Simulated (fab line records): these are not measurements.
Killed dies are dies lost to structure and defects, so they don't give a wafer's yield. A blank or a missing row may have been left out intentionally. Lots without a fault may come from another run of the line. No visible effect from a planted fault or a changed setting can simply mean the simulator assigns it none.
Chamber matching ; flow n5 finfet ; rie diel-05 running N5_MIM_BOT_LITHO_DESCUM_10: 4 sister chambers
The step chemistry O2, time 7.9 s. 16 wafers are shown with their chamber, then 8 later ones without.

## WAFERS, EACH WITH ITS CHAMBER
wafer;chamber;drypump motor current A (A);throttle valve pct (%);showerhead plenum p Torr (Torr)
L074.3;3;6.7;20.52;2.23
L074.4;1;6.2;20.67;2.20
L074.5;1;6.2;20.65;2.20
L077.2;2;5.8;20.18;2.08
L077.3;3;6.7;20.52;2.22
L077.6;2;5.7;20.18;2.08
L078.1;3;6.7;20.54;2.22
L078.4;1;6.2;20.67;2.20
L078.6;3;6.7;20.52;2.22
L080.2;2;5.8;20.18;2.07
L080.4;1;6.2;20.68;2.20
L080.5;2;5.8;20.20;2.07
L091.3;2;5.7;20.21;2.07
L091.4;0;5.7;20.24;2.18
L091.6;3;6.7;20.56;2.22
L090.2;1;6.2;20.70;2.19

SIGNATURES, as means of the wafers listed above
reading;chamber 0;chamber 1;chamber 2;chamber 3;scatter within a chamber
drypump motor current A;5.700;6.200;5.760;6.700;0.0316
throttle valve pct;20.2400;20.6740;20.1900;20.5320;0.0168
showerhead plenum p Torr;2.1800;2.1980;2.0740;2.2220;0.00483
Rule: for each reading, subtract the chamber's mean from the wafer's reading, divide by that reading's scatter and square the result; add these up over the readings and take the root, which gives the wafer's distance from the chamber. If the next closest chamber is less than 2 further off than the closest, the wafer can't be placed; otherwise it belongs to the closest. How the scatter is found: for the shown wafers, subtract from each reading the mean of its chamber, square and add these, divide the total by (wafers less chambers), then take the root.

## WAFERS MISSING THEIR CHAMBER
wafer;drypump motor current A (A);throttle valve pct (%);showerhead plenum p Torr (Torr)
L090.3;5.8;20.22;2.07
L090.6;6.2;20.71;2.19
L092.3;5.7;20.22;2.18
L092.5;6.2;20.69;2.19
L092.6;5.7;20.22;2.07
L097.2;5.7;20.26;2.17
L097.3;5.7;20.24;2.06
L097.6;5.7;20.25;2.17

## CHAMBER TAKEN BY EACH
wafer;from the rows above;in truth
L090.3;2;2
L090.6;1;1
L092.3;0;0
L092.5;1;1
L092.6;2;2
L097.2;0;0
L097.3;2;2
L097.6;0;0
8 of 8 placed correctly. Left unplaced by these rows: 0. 0 placed wrongly.
